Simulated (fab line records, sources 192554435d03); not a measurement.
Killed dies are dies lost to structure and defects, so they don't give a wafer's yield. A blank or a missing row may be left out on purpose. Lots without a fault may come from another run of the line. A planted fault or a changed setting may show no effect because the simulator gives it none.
Chamber matching | flow n5_finfet | N5_FIN_SAQP_HM_DEP_03 on pecvd-01: 3 sister chambers
The step deposits SiNx from SiH4/NH3/N2, target thk 38 nm, time 33.6 s. 6 wafers are shown with their chamber, then 8 later ones without.

WAFERS WITH THEIR CHAMBER
wafer  | chamber | throttle_valve_pct (%) | showerhead_plenum_p_Torr (Torr)
L080.3 | 1       | 42.1                   | 5.13
L082.4 | 1       | 42.3                   | 5.14
L082.6 | 0       | 39.0                   | 5.19
L090.4 | 2       | 36.8                   | 5.16
L090.6 | 2       | 36.6                   | 5.14
L091.2 | 0       | 39.1                   | 5.20

WAFERS WITHOUT THEIR CHAMBER
wafer  | throttle_valve_pct (%) | showerhead_plenum_p_Torr (Torr)
L091.4 | 42.3                   | 5.14
L091.5 | 36.7                   | 5.15
L092.1 | 36.8                   | 5.16
L092.2 | 42.2                   | 5.14
L092.5 | 42.1                   | 5.14
L093.2 | 38.9                   | 5.21
L093.4 | 36.8                   | 5.16
L093.5 | 39.5                   | 5.19

WHICH CHAMBER EACH WENT THROUGH
wafer  | from the rows above | in truth
L091.4 | 1                   | 1
L091.5 | 2                   | 2
L092.1 | 2                   | 2
L092.2 | 1                   | 1
L092.5 | 1                   | 1
L093.2 | 0                   | 0
L093.4 | 2                   | 2
L093.5 | 0                   | 0
Placed correctly: 8 of 8. Can't be placed from these rows: 0. Placed wrongly: 0.
How it was worked out, from the rows above alone: a wafer's distance from a chamber is the root of the sum, over the readings, of the square of ((its reading less the chamber's mean) divided by the reading's scatter). The wafer belongs to the nearest chamber; if the next one is less than 2 further off, it can't be placed. A chamber's mean is the mean of its shown wafers. The scatter: the root of (the sum of the squares of (reading less its chamber's mean) over the shown wafers, divided by (wafers less chambers)).
